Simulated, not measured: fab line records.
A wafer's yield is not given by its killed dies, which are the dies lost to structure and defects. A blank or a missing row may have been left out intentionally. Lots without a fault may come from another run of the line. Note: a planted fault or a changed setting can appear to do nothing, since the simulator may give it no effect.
Chamber matching :: flow nand-harc :: rie-diel-08 running NHARC_A_CHANNEL_FILL_D2_ETCHBACK_20: 4 sister chambers
The step etches the open film in C4F8/O2/Ar, target depth 27 nm, time 13.5 s. 33 wafers are shown with their chamber, then 12 later ones without.

== EACH WAFER AND ITS CHAMBER ==
wafer: L074.3
chamber: 2
rf-vpp-V (V): 985
oes-product-au (a.u.): 0.972

wafer: L074.5
chamber: 0
rf-vpp-V (V): 971
oes-product-au (a.u.): 0.997

wafer: L074.6
chamber: 1
rf-vpp-V (V): 983
oes-product-au (a.u.): 0.999

wafer: L075.1
chamber: 3
rf-vpp-V (V): 973
oes-product-au (a.u.): 1.001

wafer: L075.2
chamber: 2
rf-vpp-V (V): 986
oes-product-au (a.u.): 0.988

wafer: L075.5
chamber: 0
rf-vpp-V (V): 971
oes-product-au (a.u.): 0.992

wafer: L077.2
chamber: 0
rf-vpp-V (V): 970
oes-product-au (a.u.): 1.002

wafer: L077.3
chamber: 2
rf-vpp-V (V): 984
oes-product-au (a.u.): 0.998

wafer: L077.5
chamber: 3
rf-vpp-V (V): 974
oes-product-au (a.u.): 1.013

wafer: L078.1
chamber: 1
rf-vpp-V (V): 982
oes-product-au (a.u.): 0.994

wafer: L078.5
chamber: 3
rf-vpp-V (V): 974
oes-product-au (a.u.): 0.961

wafer: L078.6
chamber: 2
rf-vpp-V (V): 985
oes-product-au (a.u.): 0.976

wafer: L079.1
chamber: 2
rf-vpp-V (V): 985
oes-product-au (a.u.): 1.009

wafer: L079.5
chamber: 1
rf-vpp-V (V): 984
oes-product-au (a.u.): 0.995

wafer: L079.6
chamber: 0
rf-vpp-V (V): 969
oes-product-au (a.u.): 1.000

wafer: L081.2
chamber: 2
rf-vpp-V (V): 984
oes-product-au (a.u.): 1.014

wafer: L081.3
chamber: 0
rf-vpp-V (V): 970
oes-product-au (a.u.): 1.001

wafer: L081.4
chamber: 3
rf-vpp-V (V): 975
oes-product-au (a.u.): 1.033

wafer: L084.1
chamber: 3
rf-vpp-V (V): 974
oes-product-au (a.u.): 1.001

wafer: L084.2
chamber: 0
rf-vpp-V (V): 972
oes-product-au (a.u.): 0.972

wafer: L084.6
chamber: 3
rf-vpp-V (V): 975
oes-product-au (a.u.): 0.987

wafer: L083.1
chamber: 2
rf-vpp-V (V): 985
oes-product-au (a.u.): 1.000

wafer: L083.2
chamber: 1
rf-vpp-V (V): 980
oes-product-au (a.u.): 0.980

wafer: L083.3
chamber: 3
rf-vpp-V (V): 975
oes-product-au (a.u.): 1.018

wafer: L085.2
chamber: 1
rf-vpp-V (V): 982
oes-product-au (a.u.): 0.983

wafer: L085.3
chamber: 0
rf-vpp-V (V): 969
oes-product-au (a.u.): 0.999

wafer: L085.6
chamber: 2
rf-vpp-V (V): 984
oes-product-au (a.u.): 1.004

wafer: L089.2
chamber: 0
rf-vpp-V (V): 970
oes-product-au (a.u.): 0.998

wafer: L089.5
chamber: 2
rf-vpp-V (V): 984
oes-product-au (a.u.): 1.016

wafer: L089.6
chamber: 1
rf-vpp-V (V): 982
oes-product-au (a.u.): 0.982

wafer: L090.2
chamber: 1
rf-vpp-V (V): 983
oes-product-au (a.u.): 0.975

wafer: L090.5
chamber: 3
rf-vpp-V (V): 974
oes-product-au (a.u.): 1.006

wafer: L090.6
chamber: 0
rf-vpp-V (V): 971
oes-product-au (a.u.): 0.992

SIGNATURES (averages over the wafers above)
reading: rf-vpp-V
chamber 0: 970.33
chamber 1: 982.29
chamber 2: 984.67
chamber 3: 974.25
scatter within a chamber: 0.927

reading: oes-product-au
chamber 0: 0.99478
chamber 1: 0.98686
chamber 2: 0.99744
chamber 3: 1.00250
scatter within a chamber: 0.0149
Rule: a wafer lies at a distance from a chamber equal to the root of the sum of squares, over the readings, of (its reading less the chamber's mean, divided by the reading's scatter). If the next closest chamber is less than 2 further off than the closest, the wafer can't be placed; otherwise it belongs to the closest. How the scatter is found: for the shown wafers, subtract from each reading the mean of its chamber, square and add these, divide the total by (wafers less chambers), then take the root.

== WAFERS WHOSE CHAMBER IS MISSING ==
wafer: L092.1
rf-vpp-V (V): 973
oes-product-au (a.u.): 1.017

wafer: L092.2
rf-vpp-V (V): 985
oes-product-au (a.u.): 0.993

wafer: L092.4
rf-vpp-V (V): 971
oes-product-au (a.u.): 1.004

wafer: L093.1
rf-vpp-V (V): 982
oes-product-au (a.u.): 0.920

wafer: L093.4
rf-vpp-V (V): 986
oes-product-au (a.u.): 0.926

wafer: L093.6
rf-vpp-V (V): 971
oes-product-au (a.u.): 0.923

wafer: L095.2
rf-vpp-V (V): 985
oes-product-au (a.u.): 0.976

wafer: L095.5
rf-vpp-V (V): 981
oes-product-au (a.u.): 0.964

wafer: L095.6
rf-vpp-V (V): 985
oes-product-au (a.u.): 0.986

wafer: L097.1
rf-vpp-V (V): 985
oes-product-au (a.u.): 0.999

wafer: L097.2
rf-vpp-V (V): 969
oes-product-au (a.u.): 1.016

wafer: L097.5
rf-vpp-V (V): 983
oes-product-au (a.u.): 0.993

== WHICH CHAMBER EACH ONE RAN IN ==
wafer: L092.1
from the rows above: can't be placed: 3 or 0
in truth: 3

wafer: L092.2
from the rows above: 2
in truth: 2

wafer: L092.4
from the rows above: 0
in truth: 0

wafer: L093.1
from the rows above: can't be placed: 1 or 2
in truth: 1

wafer: L093.4
from the rows above: can't be placed: 2 or 1
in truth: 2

wafer: L093.6
from the rows above: can't be placed: 0 or 3
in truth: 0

wafer: L095.2
from the rows above: can't be placed: 2 or 1
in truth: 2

wafer: L095.5
from the rows above: 1
in truth: 1

wafer: L095.6
from the rows above: 2
in truth: 2

wafer: L097.1
from the rows above: 2
in truth: 2

wafer: L097.2
from the rows above: 0
in truth: 0

wafer: L097.5
from the rows above: can't be placed: 1 or 2
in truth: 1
Placed correctly: 6 of 12. Can't be placed from these rows: 6 (the true chamber is among the candidates in 6). Placed wrongly: 0.
